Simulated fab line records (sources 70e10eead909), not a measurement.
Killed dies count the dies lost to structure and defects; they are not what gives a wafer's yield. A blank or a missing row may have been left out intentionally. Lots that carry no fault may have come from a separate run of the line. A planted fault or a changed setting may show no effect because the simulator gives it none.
Matching of chambers / flow nand_harc / 4 sister chambers for NHARC_A_STAIRCASE_DESCUM_219 on rie_diel-13
The step chemistry O2, time 3 s. 7 wafers are shown with their chamber, then 7 later ones without.

== WAFERS WITH THEIR CHAMBER ==
wafer=L078.1; chamber=1; drypump_motor_current_A (A)=6.6; showerhead_plenum_p_Torr (Torr)=1.89
wafer=L078.5; chamber=2; drypump_motor_current_A (A)=5.8; showerhead_plenum_p_Torr (Torr)=1.82
wafer=L080.1; chamber=0; drypump_motor_current_A (A)=5.7; showerhead_plenum_p_Torr (Torr)=1.91
wafer=L080.2; chamber=3; drypump_motor_current_A (A)=6.2; showerhead_plenum_p_Torr (Torr)=1.88
wafer=L080.5; chamber=2; drypump_motor_current_A (A)=5.9; showerhead_plenum_p_Torr (Torr)=1.82
wafer=L086.1; chamber=3; drypump_motor_current_A (A)=6.2; showerhead_plenum_p_Torr (Torr)=1.87
wafer=L086.3; chamber=0; drypump_motor_current_A (A)=5.7; showerhead_plenum_p_Torr (Torr)=1.91

== WAFERS WITH NO CHAMBER GIVEN ==
wafer=L086.6; drypump_motor_current_A (A)=5.9; showerhead_plenum_p_Torr (Torr)=1.81
wafer=L090.1; drypump_motor_current_A (A)=6.2; showerhead_plenum_p_Torr (Torr)=1.87
wafer=L090.3; drypump_motor_current_A (A)=5.7; showerhead_plenum_p_Torr (Torr)=1.91
wafer=L090.6; drypump_motor_current_A (A)=6.6; showerhead_plenum_p_Torr (Torr)=1.88
wafer=L094.1; drypump_motor_current_A (A)=5.7; showerhead_plenum_p_Torr (Torr)=1.91
wafer=L094.3; drypump_motor_current_A (A)=6.6; showerhead_plenum_p_Torr (Torr)=1.88
wafer=L094.4; drypump_motor_current_A (A)=5.9; showerhead_plenum_p_Torr (Torr)=1.81

== WHICH CHAMBER EACH ONE RAN IN ==
wafer=L086.6; from the rows above=2; in truth=2
wafer=L090.1; from the rows above=3; in truth=3
wafer=L090.3; from the rows above=0; in truth=0
wafer=L090.6; from the rows above=1; in truth=1
wafer=L094.1; from the rows above=0; in truth=0
wafer=L094.3; from the rows above=1; in truth=1
wafer=L094.4; from the rows above=2; in truth=2
Correctly placed: 7 of 7. Not placeable from these rows: 0. Number placed wrongly: 0.
How it was worked out, from the rows above alone: a wafer's distance from a chamber is the root of the sum, over the readings, of the square of ((its reading less the chamber's mean) divided by the reading's scatter). If the next closest chamber is less than 2 further off than the closest, the wafer can't be placed; otherwise it belongs to the closest. Each chamber's mean is taken over the wafers shown for it. The scatter is the square root of a quotient: the sum, over the shown wafers, of each reading's squared deviation from its chamber's mean, divided by wafers minus chambers.
